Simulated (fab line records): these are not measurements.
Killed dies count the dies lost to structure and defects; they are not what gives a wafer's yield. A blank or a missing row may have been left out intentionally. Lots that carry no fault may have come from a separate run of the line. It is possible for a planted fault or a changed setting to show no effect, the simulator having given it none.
Problem report, 8D (eight disciplines) form, completed by code :: flow nandHarc :: the parts of the form that need people (team, actions taken, sign-off) are left out

1. THE ISSUE
killedAtPeriphery at NHARC_END_SORT_01 reads a mean of 51.5 on 2 wafers of 2 lots; wafers without a fault read 3.3 with a standard deviation of 2.3. Measured from the usual mean, that is +21 standard deviations.
Seen first at day 21 14:35 on prober-01, wafer L215.2. The record holds 16 wafers of 6 lots with a number at this step. Rule for "out" (also "out of limits"): further than 4 standard deviations from the usual mean. The other wafers with a number count as sound.

2. WHAT THIS IS AND IS NOT
question: which readings at this step
is: killedAtPeriphery, sort_bin_3_pct
is not: killedAtOther, killedOpen, killedShort, sort_bin_4_pct

question: which lots
is: L215, L218
is not: L208, L209, L211, L229

question: which wafers of those lots
is: L215.2, L218.2
is not: L215.3, L215.5

question: read on which gauges
is: prober-01, prober-02
is not: -

question: when
is: from day 21 14:35
is not: up to then (9 sound wafers); but 5 sound wafers of L215, L229 came after

3. SUSPECTS, AND WHAT RULES EACH OUT
Counting: a tool at a process step up to the reading stays a suspect if it ran every lot that is out. Sound lots after the first of them don't rule it out here, since some wafers of a struck lot are sound.
- the gauge at NHARC_END_SORT_01 is ruled out. The wafers that are out were read on 2 gauges (prober-01, prober-02).
- rtpAnneal-01 at NHARC_P_BONDPAD_ANNEAL_28 (time 90 s): kept. It processed each lot that is out (first: L215, day 8 11:01); up to then, its last sound lot is L209 (day 6 21:16).
- rieDiel-05 at NHARC_P_BONDPAD_ACTIVATE_29 (chemistry N2, time 60 s): kept. It processed each lot that is out (first: L215, day 8 11:59); up to then, its last sound lot is L211 (day 7 05:01).
- wetBench-10 at NHARC_P_BONDPAD_PRECLEAN_30 (cleans in DIW, time 300 s): kept. It processed each lot that is out (first: L215, day 8 12:07); up to then, its last sound lot is L211 (day 7 05:11).
- rieDiel-02 at NHARC_A_ZERO_WELL_DESCUM_12 (chemistry O2, time 3 s): kept. It processed each lot that is out (first: L215, day 8 13:23); up to then, its last sound lot is L211 (day 7 06:23).
- grinder-01 at NHARC_THIN_TSV_GRIND_00: kept. It processed each lot that is out (first: L215, day 20 13:53); up to then, its last sound lot is L211 (day 19 08:58).
- In rieDiel-05 at NHARC_P_BONDPAD_ACTIVATE_29, the wafers that are out were processed in chamber 0 and their sound lot-mates in chambers 2, 3.
Left after counting: rtpAnneal-01 at NHARC_P_BONDPAD_ANNEAL_28, rieDiel-05 at NHARC_P_BONDPAD_ACTIVATE_29, wetBench-10 at NHARC_P_BONDPAD_PRECLEAN_30, rieDiel-02 at NHARC_A_ZERO_WELL_DESCUM_12, grinder-01 at NHARC_THIN_TSV_GRIND_00.

4. THE CAUSE (what the simulator had put in)
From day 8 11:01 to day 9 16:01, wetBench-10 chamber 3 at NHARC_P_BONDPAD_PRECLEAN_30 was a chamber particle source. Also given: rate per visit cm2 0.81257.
5 suspects survive the count, and this tool is in that group.

5. THE CHAIN OF EFFECTS, in route order
Each row: a reading whose mean over the struck wafers that have a number lies more than 3 standard deviations from the usual. Readings are gone through only where the record gives a usual standard deviation; hours: the median, over the lots, of the time from a lot's start at the first step in this table giving one to that lot's start at this step; sigmas: the change measured in usual standard deviations.
hours: 0
step: NHARC_END_SORT_01
reading: defectLimitedYield
usual: 95.4 %
on struck wafers: 90.5
change: -5.0
sigmas: -3.8

hours: 0
step: NHARC_END_SORT_01
reading: killedAtPeriphery
usual: 3.3
on struck wafers: 51.5
change: +48.2
sigmas: +21

hours: 0
step: NHARC_END_SORT_01
reading: killedDies
usual: 31
on struck wafers: 64
change: +34
sigmas: +3.8

hours: 0
step: NHARC_END_SORT_01
reading: sort_bin_2_pct
usual: 1.4 %
on struck wafers: 3.8
change: +2.4
sigmas: +4.3

hours: 0
step: NHARC_END_SORT_01
reading: sort_bin_3_pct
usual: 0.25 %
on struck wafers: 2.58
change: +2.33
sigmas: +12

hours: 0
step: NHARC_END_SORT_01
reading: sortNPass
usual: 646
on struck wafers: 612
change: -34
sigmas: -3.8

hours: 0
step: NHARC_END_SORT_01
reading: sortRimYieldPct
usual: 95.5 %
on struck wafers: 85.4
change: -10.1
sigmas: -3.7

hours: 0
step: NHARC_END_SORT_01
reading: sortYieldPct
usual: 95.4 %
on struck wafers: 90.5
change: -5.0
sigmas: -3.8

6. WHAT WOULD HAVE CAUGHT IT SOONER
In this record the first reading out of limits at a measuring or inspecting step was taken at day 21 14:35, 316 hours after the fault began at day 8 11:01.
The start of NHARC_P_BONDPAD_PRECLEAN_30 on wetBench-10 came by day 21 14:35 for every one of the lots that are out (2). None of them would have been spared by holding the tool at that moment.
